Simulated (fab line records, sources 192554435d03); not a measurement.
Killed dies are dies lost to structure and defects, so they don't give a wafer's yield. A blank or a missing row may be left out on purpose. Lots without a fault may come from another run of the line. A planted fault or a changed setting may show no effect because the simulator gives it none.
fab line records | flow n5_finfet
record lots=4 wafers=12 last_day=17
route steps=1938 shown BEOL_M4@1099 BEOL_M5@1112 MIM_TOP_ETCH@1851 PASSIVATION@1936
lots that met no fault: from a run of the same line without faults
start_h: hours from the record's first day to the start of the lot's first wafer shown | wait_h: hours since the lot's step before | " the same as in the row above | L1.1+2: a row that stands for several wafers | - no value, or no start given | * or withheld: withheld | < > ~ a bound
route shown NAME@n: a module of which the file shows steps, and the number in the route of the first | usual: mean/standard deviation of fault-free wafers | same: alike in all rows | chamber/n: place in a boat | sites: the reading at each site | _std_site: their standard deviation | _edge_site: outer sites' mean less inner sites' | radius_mm: how far each site lies from the wafer's centre | mask NAME#n: copy n | behind: the tool/chamber that last shaped the wafer | hold: why the lot was held/for how many hours/how that ended | device: the transistor (n, p or np) that didn't switch | end of line: the same wafers' tests at the end of the route | a step without rows: its recipe alone | killed: dies lost to structure and defects at the first sort, not the wafer's yield | map: a wafer's dies, x killed, . not, _ none there
set.NAME: the setting as run; set.NAME@STEP: as run at that earlier step | model.NAME: the simulator's own value behind a step, which no gauge read
lots at some steps of the route; a table a step, a row a wafer
## steps
# step N5_BEOL_M4_ANNEAL_95
# recipe temp_c=400 time_s=240 ambient=vacuum
# step N5_BEOL_M4_SPUTTER_96
# recipe material=Cu target_thk_a=45 temp_c=-20 chamber_pressure_pa=0.07 power_w=withheld time_s=8.29
# step N5_BEOL_M4_ECD_50
# recipe material=Cu target_thk_a=3000
# step N5_BEOL_M4_ANNEAL_51
# recipe temp_c=225 time_s=90 ambient=N2
# step N5_BEOL_M4_CMP_52
# recipe stop_on=SiOC t_overpolish_s=6.8 down_force_psi=1 platen_rpm=50 clearing_platen_down_force_psi=1.5 clearing_platen_rpm=50 post_cmp_clean=cu_alkaline target_thk_nm=40 clearing_platen_pad_velocity_m_s=0.99484 pad_velocity_m_s=0.99484
# step N5_BEOL_M4_PRE_CLEAN_60
# recipe gas=NH3/H2 time_s=15 temp_c=* rf_power_w=300
# step N5_BEOL_M4_CO_CAP_55
# recipe material=Co target_thk_a=20 temp_c=200 precursor=CCTBA/H2 pressure_torr=30 time_s=102.1
# step N5_BEOL_M4_PRE_CLEAN_56
# recipe gas=NH3 time_s=15 temp_c=withheld rf_power_w=300
# step N5_BEOL_M4_DEP_57
# recipe material=SiCN target_thk_a=80 temp_c=withheld precursor=3MS/NH3 pressure_torr=3 rf_w=202 time_s=14
# step N5_BEOL_M4_RC_MEAS_101
# usual DIBL_N=36.5/2.1 DIBL_P=36.6/2.6 IOFF_N=0.17/0.044 IOFF_P=0.21/0.048 ION_N=674/17 ION_P=462/9.5 SS_N=71.6/0.77 SS_P=73.5/0.72 VT_N=250/4.2 VT_P=-250/3.9
# columns lot.wafer tool chamber start_h wait_h DIBL_N[mV/V] DIBL_P[mV/V] IOFF_N[nA/um] IOFF_P[nA/um] ION_N[uA/um] ION_P[uA/um] SS_N[mV/dec] SS_P[mV/dec] VT_N[mV] VT_P[mV]
L578.2 prober-02 0 227.73 0.2 40.7 41.2 0.20 0.24 685 462 71.9 73.8 248 -251
L578.3 " 0 " " 37.9 39.1 0.15 0.21 673 468 71.8 73.7 253 -252
L578.6 " 0 " " 38.2 39.8 0.17 0.23 675 465 70.8 73.9 250 -248
L589.3 prober-02 0 278.24 0.3 33.7 33.3 0.11 0.16 637 446 70.9 72.8 257 -258
L589.4 " 0 " " 40.4 39.2 0.28 0.24 678 456 73.8 74.6 247 -252
L589.5 " 0 " " 36.2 33.4 0.16 0.16 656 443 73.5 72.9 258 -256
L588.3 prober-01 0 288.53 0.3 37.6 37.2 0.18 0.20 678 458 71.9 73.1 249 -251
L588.5 " 0 " " 35.9 35.8 0.17 0.20 695 473 71.0 73.6 244 -250
L588.6 " 0 " " 36.9 36.7 0.16 0.21 684 462 71.3 73.8 251 -253
L587.1 prober-02 0 299.86 0.0 37.1 37.3 0.15 0.19 649 446 71.8 73.7 250 -255
L587.3 " 0 " " 36.4 39.2 0.17 0.23 682 463 71.4 74.4 249 -252
L587.5 " 0 " " 34.2 35.2 0.13 0.18 664 459 71.0 73.3 253 -251
# step N5_BEOL_M5_ILD_DEP_00
# recipe material=SiCOH_lowk target_thk_a=1406.4 temp_c=300 precursor=DEMS/porogen pressure_torr=5 rf_w=500 time_s=25.9
# step N5_BEOL_M5_CURE_79
# recipe temp_c=385 time_s=240 ambient=He/Ar material=SiCOH_lowk
# step N5_BEOL_M5_PECVD_70
# recipe material=SiO2 target_thk_a=160 temp_c=400 precursor=TEOS/O2 pressure_torr=5.5 rf_w=450 teos_flow_sccm=53.8 gas=O2 flow_sccm=3000 time_s=18
# step N5_BEOL_M5_HM_DEP_02
# recipe material=TiN target_thk_a=200 temp_c=25 chamber_pressure_pa=0.49996
# step N5_BEOL_M5_COAT_59
# recipe resist=SOC temp_c=250 time_s=60 spin_rpm=1500 resist_thk_nm=60
# step N5_BEOL_M5_COAT_60
# recipe resist=SiARC temp_c=220 time_s=60 spin_rpm=1500 resist_thk_nm=12
# step N5_BEOL_M5_COAT_71
# recipe resist=underlayer temp_c=205 time_s=60 spin_rpm=1500 resist_thk_nm=5
# step N5_BEOL_M5_COAT_05
# recipe resist=CAR-EUV spin_rpm=1500 resist_thk_nm=30
# step N5_BEOL_M5_EBR_07
# recipe solvent=PGMEA ebr_width_mm=1.5
# step N5_BEOL_M5_SOFTBAKE_06
# recipe temp_c=110 time_s=60 resist=CAR-EUV
# step N5_BEOL_M5_EXPOSE_08
# recipe mask_id=M5 na=0.33 source_shape=annular sigma_inner=0.4 sigma_outer=0.8 polarization=unpolarized target_cd_nm=28 dose_mj=35.75
# step N5_BEOL_M5_PEB_09
# recipe peb_temp_c=100 peb_time_s=60 resist=CAR-EUV
# step N5_BEOL_M5_DEVELOP_10
# recipe develop_time_s=30 developer=TMAH resist=CAR-EUV rinse_liquid=surfactant_rinse dry=air_spin dev_temp_c=23
# step N5_BEOL_M5_DESCUM_16
# recipe chemistry=O2 time_s=7 source_power_w=50 bias_power_w=20 pressure_mtorr=20 rf_frequency_hz=2.712e+07 temp_c=40 resist=CAR-EUV o2_flow_sccm=225
# step N5_BEOL_M5_ETCH_72
# recipe chemistry=N2/H2 target=underlayer target_depth_a=65 mask_material=CAR-EUV time_s=5.2 ion_energy_ev=200 pressure_mtorr=30 source_w=840 bias_w=150 n2_flow_sccm=200 h2_flow_sccm=200 ends=cleared
# step N5_BEOL_M5_ETCH_61
# recipe chemistry=CF4 target=SiARC target_depth_a=156 mask_material=CAR-EUV time_s=26 ion_energy_ev=80 pressure_mtorr=40 source_w=545 bias_w=36 Ar_flow_sccm=100 cf4_flow_sccm=100 ends=cleared
# step N5_BEOL_M5_ETCH_62
# recipe chemistry=N2/H2 target=SOC target_depth_a=750 overetch_a=150 mask_material=SiARC temp_c=40 time_s=112.5 ion_energy_ev=200 pressure_mtorr=30 source_w=840 bias_w=150 n2_flow_sccm=200 h2_flow_sccm=200
# step N5_BEOL_M5_STRIP_63
# recipe chemistry=N2/H2 temp_c=40 n2_flow_sccm=200 h2_flow_sccm=200 rf_frequency_hz=6e+07
# step N5_BEOL_M5_STRIP_73
# recipe chemistry=N2/H2 temp_c=40 n2_flow_sccm=200 h2_flow_sccm=200 rf_frequency_hz=6e+07
# step N5_BEOL_M5_STRIP_64
# recipe chemistry=CF4 resist=SiARC power_w=300 bias_power_w=75 pressure_mtorr=50 cf4_flow_sccm=150 rf_frequency_hz=6e+07
# step N5_BEOL_M5_HM_OPEN_17
# recipe chemistry=Cl2/BCl3 target_depth_a=200 overetch_a=60 target=TiN mask_material=SOC ion_energy_ev=150 pressure_mtorr=10 icp_w=1000 bias_w=126 Cl2_flow_sccm=53.25 bcl3_flow_sccm=21.75 Ar_flow_sccm=25
# step N5_BEOL_M5_STRIP_19
# recipe chemistry=O2 power_w=400 temp_c=40 pressure_mtorr=30 rf_frequency_hz=6e+07 bias_power_w=0 overash_fraction=0.2 o2_flow_sccm=225
# step N5_BEOL_M5_COAT_65
# recipe resist=SOC temp_c=250 time_s=60 spin_rpm=1500 resist_thk_nm=60
# step N5_BEOL_M5_COAT_66
# recipe resist=SiARC temp_c=220 time_s=60 spin_rpm=1500 resist_thk_nm=12
# step N5_MIM_TOP_ETCH_ETCH_00
# recipe chemistry=Cl2/BCl3 target=TiN target_depth_a=385 ion_energy_ev=150 pressure_mtorr=10 icp_w=1000 bias_w=126 Cl2_flow_sccm=53.25 bcl3_flow_sccm=21.75 Ar_flow_sccm=25
# usual bias_w=126.1/0.41 drypump_motor_current_A=5.65/0.15 oes_product_au=0.83/0.065 throttle_valve_pct=22.74/0.16
# columns lot.wafer tool chamber start_h wait_h bias_w drypump_motor_current_A oes_product_au rf_hours_counter_h throttle_valve_pct model.etch.depth_nm model.MIM_TOP_ETCH.feature_depth_nm model.MIM_TOP_ETCH.cd_offset_nm
L578.2 rie_metal-03 0 326.68 0.1 126.5 5.70 0.95 2 22.77 37.23 37.2 0
L578.3 " 0 " " 126.1 5.70 0.95 - 22.78 37.16 37.2 0
L578.6 " 1 " " 126.2 5.72 0.88 - 22.78 40.38 40.4 0
L589.3 rie_metal-03 0 385.90 0.1 125.9 5.71 0.90 - 22.80 37.04 37 0
L589.4 " 1 " " 126.1 5.74 0.86 - 22.78 40.05 40 0
L589.5 " 0 " " 126.0 5.72 0.90 - 22.79 37.13 37.2 0
L588.3 rie_metal-03 1 388.25 0.1 126.3 5.77 0.85 - 22.78 40 40 -0.4
L588.5 " 1 " " 125.6 5.75 0.73 - 22.79 30.56 30.6 0.2
L588.6 " 0 " " 126.1 5.72 0.77 - 22.81 28.45 28.4 0.4
L587.1 rie_metal-03 0 407.29 0.1 126.1 5.70 0.89 9 22.79 37.4 37.4 0
L587.3 " 0 " " 126.1 5.71 0.90 - 22.79 37.42 37.4 0
L587.5 " 0 " " 125.9 5.70 0.76 - 22.81 28.71 28.8 0.4
# step N5_PASSIVATION_PROBE_49
# usual defect_limited_yield=91.2/1.5 killed_at_M0_to_M3=36/10 killed_at_M4_up=14/5.2 killed_at_contacts=12/6 killed_at_front_end=37/10 killed_at_other=4/3.3 killed_dies=104/18 killed_on_rim=14/4.1 killed_open=68/14 killed_short=34/7.4 sort_bin_4_leakage=0.01/0.04 sort_bin_5_function=5.2/1 sort_bin_6_memory=3.3/0.7 sort_n_pass=1076/18 sort_yield_pct=91.2/1.5
# same gross_dies=1180 killed_at_back_side=0 sort_bin_8_speed[%]=0
# columns lot.wafer tool chamber start_h wait_h defect_limited_yield[%] killed_at_M0_to_M3 killed_at_M4_up killed_at_contacts killed_at_front_end killed_at_other killed_dies killed_on_rim killed_open killed_short sort_bin_4_leakage[%] sort_bin_5_function[%] sort_bin_6_memory[%] sort_n_pass sort_yield_pct[%]
L578.2 prober-01 - 337.25 0.1 92.2 37 11 9 34 1 92 14 55 37 0 4.8 2.7 1088 92.2
L578.3 prober-01 - 337.30 0.1 92.6 30 12 2 41 2 87 10 62 25 0 4.5 2.7 1093 92.6
L578.6 prober-01 - 337.45 0.3 92.5 29 15 5 31 8 88 17 55 27 0 4.9 2.3 1092 92.5
L588.3 prober-01 - 401.30 0.1 90.5 30 15 14 48 5 112 12 76 35 0 5.0 4.1 1068 90.5
L588.5 prober-01 - 401.40 0.2 0.1 30 15 15 41 1078 1179 152 71 35 0 96.2 3.5 1 0.1
L588.6 prober-01 - 401.45 0.3 0 36 13 17 25 1089 1180 152 67 29 0 95.5 4.1 0 0
L587.1 prober-02 - 419.59 0.0 91.0 40 9 15 41 1 106 11 65 39 0 5.1 3.6 1074 91.0
L587.3 prober-02 - 419.69 0.1 91.4 26 9 28 31 8 102 8 66 34 0 5.3 3.1 1078 91.4
L587.5 prober-02 - 419.79 0.2 0 46 17 23 33 1061 1180 152 70 55 0 96.3 3.1 0 0
# killed by level:class
L578.2 FIN_SAQP:geometric_particle:short=12 BEOL_M1:geometric_particle:open=11 MOL_CONTACT_COAG:geometric_particle:open=7 STI_FIN_REVEAL:geometric_particle:open=6 BEOL_M2:geometric_particle:open=6 BEOL_M4:geometric_particle:open=6 BEOL_M0_SAQP:geometric_particle:short=5 FIN_SAQP:geometric_particle:open=4
L578.3 STI_FIN_REVEAL:geometric_particle:open=12 BEOL_M2:geometric_particle:open=11 FIN_SAQP:geometric_particle:short=9 FIN_SAQP:geometric_particle:open=5 GATE_CUT:geometric_particle:short=5 BEOL_M1:geometric_particle:open=5 BEOL_M2:geometric_particle:short=4 BEOL_M0:geometric_particle:open=3
L578.6 BEOL_M1:geometric_particle:open=10 STI_FIN_REVEAL:geometric_particle:open=8 FIN_SAQP:geometric_particle:open=7 MOL_CONTACT_COAG:geometric_particle:open=5 BEOL_M1:geometric_particle:short=5 PASSIVATION:area_etch=5 BEOL_M2:geometric_particle:open=4 BEOL_M4:geometric_particle:open=4
L588.3 BEOL_M0_SAQP:geometric_particle:open=15 MOL_CONTACT_COAG:geometric_particle:open=12 FIN_SAQP:geometric_particle:open=11 FIN_SAQP:geometric_particle:short=11 BEOL_M4:geometric_particle:open=8 STI_FIN_REVEAL:geometric_particle:open=8 BEOL_M0_SAQP:geometric_particle:short=8 GATE_CUT:geometric_particle:short=4
L588.5 MIM_TOP_ETCH:area_etch=1069 MOL_CONTACT_COAG:geometric_particle:open=12 STI_FIN_REVEAL:geometric_particle:open=10 BEOL_M0_SAQP:geometric_particle:short=9 FIN_SAQP:geometric_particle:open=8 BEOL_M0_SAQP:geometric_particle:open=8 FIN_SAQP:geometric_particle:short=5 STI_FIN_REVEAL:geometric_particle:short=5
L588.6 MIM_TOP_ETCH:area_etch=1083 MOL_CONTACT_COAG:geometric_particle:open=16 BEOL_M0_SAQP:geometric_particle:short=12 BEOL_M0_SAQP:geometric_particle:open=12 BEOL_M4:geometric_particle:open=9 BEOL_M3:geometric_particle:open=8 GATE_CUT:geometric_particle:short=4 STI_FIN_REVEAL:geometric_particle:open=3
L587.1 BEOL_M0_SAQP:geometric_particle:short=13 FIN_SAQP:geometric_particle:open=10 MOL_CONTACT_COAG:geometric_particle:open=10 BEOL_M0_SAQP:geometric_particle:open=8 FIN_SAQP:geometric_particle:short=5 MOL_CONTACT_COAG:geometric_particle:short=5 BEOL_M2:geometric_particle:open=5 BEOL_M3:geometric_particle:open=5
L587.3 MOL_CONTACT_COAG:geometric_particle:open=23 BEOL_M3:geometric_particle:short=7 STI_FIN_REVEAL:geometric_particle:open=6 BEOL_M2:geometric_particle:open=6 DUMMY_GATE:geometric_particle:open=5 MOL_CONTACT_COAG:geometric_particle:short=5 BEOL_M4:geometric_particle:open=4 GATE_CUT:geometric_particle:short=4
L587.5 MIM_TOP_ETCH:area_etch=1055 BEOL_M0_SAQP:geometric_particle:open=16 MOL_CONTACT_COAG:geometric_particle:open=15 BEOL_M0_SAQP:geometric_particle:short=12 MOL_CONTACT_COAG:geometric_particle:short=8 BEOL_M3:geometric_particle:open=7 GATE_CUT:geometric_particle:short=5 BEOL_M5:geometric_particle:short=5
# map L587.5 (x killed, . not)
_________________xxxxxxxxxxxx________________
______________xxxxxxxxxxxxxxxxxx_____________
___________xxxxxxxxxxxxxxxxxxxxxxxx__________
__________xxxxxxxxxxxxxxxxxxxxxxxxxx_________
________xxxxxxxxxxxxxxxxxxxxxxxxxxxxxx_______
_______xxxxxxxxxxxxxxxxxxxxxxxxxxxxxxxx______
______xxxxxxxxxxxxxxxxxxxxxxxxxxxxxxxxxx_____
_____xxxxxxxxxxxxxxxxxxxxxxxxxxxxxxxxxxxx____
____xxxxxxxxxxxxxxxxxxxxxxxxxxxxxxxxxxxxxx___
___xxxxxxxxxxxxxxxxxxxxxxxxxxxxxxxxxxxxxxxx__
___xxxxxxxxxxxxxxxxxxxxxxxxxxxxxxxxxxxxxxxx__
__xxxxxxxxxxxxxxxxxxxxxxxxxxxxxxxxxxxxxxxxxx_
__xxxxxxxxxxxxxxxxxxxxxxxxxxxxxxxxxxxxxxxxxx_
_xxxxxxxxxxxxxxxxxxxxxxxxxxxxxxxxxxxxxxxxxxxx
_xxxxxxxxxxxxxxxxxxxxxxxxxxxxxxxxxxxxxxxxxxxx
_xxxxxxxxxxxxxxxxxxxxxxxxxxxxxxxxxxxxxxxxxxxx
_xxxxxxxxxxxxxxxxxxxxxxxxxxxxxxxxxxxxxxxxxxxx
_xxxxxxxxxxxxxxxxxxxxxxxxxxxxxxxxxxxxxxxxxxxx
_xxxxxxxxxxxxxxxxxxxxxxxxxxxxxxxxxxxxxxxxxxxx
_xxxxxxxxxxxxxxxxxxxxxxxxxxxxxxxxxxxxxxxxxxxx
_xxxxxxxxxxxxxxxxxxxxxxxxxxxxxxxxxxxxxxxxxxxx
__xxxxxxxxxxxxxxxxxxxxxxxxxxxxxxxxxxxxxxxxxx_
__xxxxxxxxxxxxxxxxxxxxxxxxxxxxxxxxxxxxxxxxxx_
___xxxxxxxxxxxxxxxxxxxxxxxxxxxxxxxxxxxxxxxx__
___xxxxxxxxxxxxxxxxxxxxxxxxxxxxxxxxxxxxxxxx__
____xxxxxxxxxxxxxxxxxxxxxxxxxxxxxxxxxxxxxx___
_____xxxxxxxxxxxxxxxxxxxxxxxxxxxxxxxxxxxx____
______xxxxxxxxxxxxxxxxxxxxxxxxxxxxxxxxxx_____
_______xxxxxxxxxxxxxxxxxxxxxxxxxxxxxxxx______
________xxxxxxxxxxxxxxxxxxxxxxxxxxxxxx_______
__________xxxxxxxxxxxxxxxxxxxxxxxxxx_________
___________xxxxxxxxxxxxxxxxxxxxxxxx__________
______________xxxxxxxxxxxxxxxxxx_____________
_________________xxxxxxxxxxxx________________
# map L588.6 (x killed, . not)
_________________xxxxxxxxxxxx________________
______________xxxxxxxxxxxxxxxxxx_____________
___________xxxxxxxxxxxxxxxxxxxxxxxx__________
__________xxxxxxxxxxxxxxxxxxxxxxxxxx_________
________xxxxxxxxxxxxxxxxxxxxxxxxxxxxxx_______
_______xxxxxxxxxxxxxxxxxxxxxxxxxxxxxxxx______
______xxxxxxxxxxxxxxxxxxxxxxxxxxxxxxxxxx_____
_____xxxxxxxxxxxxxxxxxxxxxxxxxxxxxxxxxxxx____
____xxxxxxxxxxxxxxxxxxxxxxxxxxxxxxxxxxxxxx___
___xxxxxxxxxxxxxxxxxxxxxxxxxxxxxxxxxxxxxxxx__
___xxxxxxxxxxxxxxxxxxxxxxxxxxxxxxxxxxxxxxxx__
__xxxxxxxxxxxxxxxxxxxxxxxxxxxxxxxxxxxxxxxxxx_
__xxxxxxxxxxxxxxxxxxxxxxxxxxxxxxxxxxxxxxxxxx_
_xxxxxxxxxxxxxxxxxxxxxxxxxxxxxxxxxxxxxxxxxxxx
_xxxxxxxxxxxxxxxxxxxxxxxxxxxxxxxxxxxxxxxxxxxx
_xxxxxxxxxxxxxxxxxxxxxxxxxxxxxxxxxxxxxxxxxxxx
_xxxxxxxxxxxxxxxxxxxxxxxxxxxxxxxxxxxxxxxxxxxx
_xxxxxxxxxxxxxxxxxxxxxxxxxxxxxxxxxxxxxxxxxxxx
_xxxxxxxxxxxxxxxxxxxxxxxxxxxxxxxxxxxxxxxxxxxx
_xxxxxxxxxxxxxxxxxxxxxxxxxxxxxxxxxxxxxxxxxxxx
_xxxxxxxxxxxxxxxxxxxxxxxxxxxxxxxxxxxxxxxxxxxx
__xxxxxxxxxxxxxxxxxxxxxxxxxxxxxxxxxxxxxxxxxx_
__xxxxxxxxxxxxxxxxxxxxxxxxxxxxxxxxxxxxxxxxxx_
___xxxxxxxxxxxxxxxxxxxxxxxxxxxxxxxxxxxxxxxx__
___xxxxxxxxxxxxxxxxxxxxxxxxxxxxxxxxxxxxxxxx__
____xxxxxxxxxxxxxxxxxxxxxxxxxxxxxxxxxxxxxx___
_____xxxxxxxxxxxxxxxxxxxxxxxxxxxxxxxxxxxx____
______xxxxxxxxxxxxxxxxxxxxxxxxxxxxxxxxxx_____
_______xxxxxxxxxxxxxxxxxxxxxxxxxxxxxxxx______
________xxxxxxxxxxxxxxxxxxxxxxxxxxxxxx_______
__________xxxxxxxxxxxxxxxxxxxxxxxxxx_________
___________xxxxxxxxxxxxxxxxxxxxxxxx__________
______________xxxxxxxxxxxxxxxxxx_____________
_________________xxxxxxxxxxxx________________
## key
first_sign step=N5_PASSIVATION_PROBE_49 reading=killed_at_other direction=up sigmas=99+ usual=4 struck=1076
effect step=N5_PASSIVATION_PROBE_49 reading=sort_bin_5_function direction=up sigmas=89 usual=5.2 struck=96.0
model_effect step=N5_MIM_TOP_ETCH_ETCH_00 value=etch.depth_nm without=38.3 struck=29.24
more_kills_born_at N5_MIM_TOP_ETCH_ETCH_00@rie_metal-03=3207
met_at N5_MIM_TOP_ETCH_ETCH_00
struck_wafers L587.5,L588.5,L588.6
later_rows_left_out L587.5,L588.5,L588.6
onset_between 385.90 388.25
fault kind=process_parameter_drift tool=rie_metal-03 chamber=- onset_h=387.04 steps=N5_MIM_TOP_ETCH_ETCH_00 channel=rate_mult offset=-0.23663 shape=step end_h=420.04 scope=struck_wafers_only
# later_rows_left_out: the simulator's readings of these wafers behind a module that went badly wrong aren't trusted and aren't shown, but for the sort
